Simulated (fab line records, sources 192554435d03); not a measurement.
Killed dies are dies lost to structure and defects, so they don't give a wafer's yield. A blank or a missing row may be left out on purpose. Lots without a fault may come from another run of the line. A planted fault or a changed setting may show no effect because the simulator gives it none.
Chamber matching | flow n5_finfet | N5_PMOS_HMC_CHANNEL_EPI_ETCH_32 on rie_diel-02: 4 sister chambers
The step etches BARC in N2/H2, stops on SiO2, target depth 85.8 nm, time 50.3 s. 16 wafers are shown with their chamber, then 8 later ones without.

WAFERS WITH THEIR CHAMBER
wafer  | chamber | drypump_motor_current_A (A) | showerhead_plenum_p_Torr (Torr) | throttle_valve_pct (%)
L078.1 | 1       | 5.6                         | 2.51                            | 17.84
L078.3 | 2       | 6.0                         | 2.56                            | 17.71
L078.5 | 0       | 5.1                         | 2.63                            | 18.12
L080.2 | 2       | 6.0                         | 2.56                            | 17.73
L080.5 | 0       | 5.1                         | 2.63                            | 18.12
L080.6 | 1       | 5.6                         | 2.51                            | 17.82
L082.2 | 3       | 5.6                         | 2.52                            | 18.20
L082.4 | 2       | 6.0                         | 2.56                            | 17.75
L082.5 | 2       | 6.0                         | 2.56                            | 17.76
L087.1 | 0       | 5.1                         | 2.62                            | 18.14
L087.5 | 3       | 5.7                         | 2.51                            | 18.22
L087.6 | 0       | 5.1                         | 2.62                            | 18.17
L091.1 | 2       | 6.0                         | 2.55                            | 17.77
L091.2 | 3       | 5.6                         | 2.51                            | 18.21
L091.4 | 3       | 5.6                         | 2.51                            | 18.21
L093.2 | 3       | 5.6                         | 2.51                            | 18.21

SIGNATURES (means of the wafers above)
reading                  | chamber 0 | chamber 1 | chamber 2 | chamber 3 | scatter within a chamber
drypump_motor_current_A  | 5.100     | 5.600     | 6.000     | 5.620     | 0.0258
showerhead_plenum_p_Torr | 2.6250    | 2.5100    | 2.5580    | 2.5120    | 0.00465
throttle_valve_pct       | 18.1375   | 17.8300   | 17.7440   | 18.2100   | 0.0191
Rule: a wafer's distance from a chamber is the root of the sum, over the readings, of the square of ((its reading less the chamber's mean) divided by the reading's scatter). The wafer belongs to the nearest chamber; if the next one is less than 2 further off, it can't be placed. The scatter: the root of (the sum of the squares of (reading less its chamber's mean) over the shown wafers, divided by (wafers less chambers)).

WAFERS WITHOUT THEIR CHAMBER
wafer  | drypump_motor_current_A (A) | showerhead_plenum_p_Torr (Torr) | throttle_valve_pct (%)
L093.3 | 5.1                         | 2.62                            | 18.13
L093.5 | 5.6                         | 2.51                            | 18.22
L094.1 | 5.6                         | 2.50                            | 17.89
L094.2 | 6.0                         | 2.55                            | 17.77
L094.3 | 5.1                         | 2.62                            | 18.17
L095.1 | 5.6                         | 2.50                            | 17.89
L095.3 | 5.1                         | 2.62                            | 18.14
L095.5 | 6.1                         | 2.55                            | 17.79

WHICH CHAMBER EACH WENT THROUGH
wafer  | from the rows above | in truth
L093.3 | 0                   | 0
L093.5 | 3                   | 3
L094.1 | 1                   | 1
L094.2 | 2                   | 2
L094.3 | 0                   | 0
L095.1 | 1                   | 1
L095.3 | 0                   | 0
L095.5 | 2                   | 2
Placed correctly: 8 of 8. Can't be placed from these rows: 0. Placed wrongly: 0.
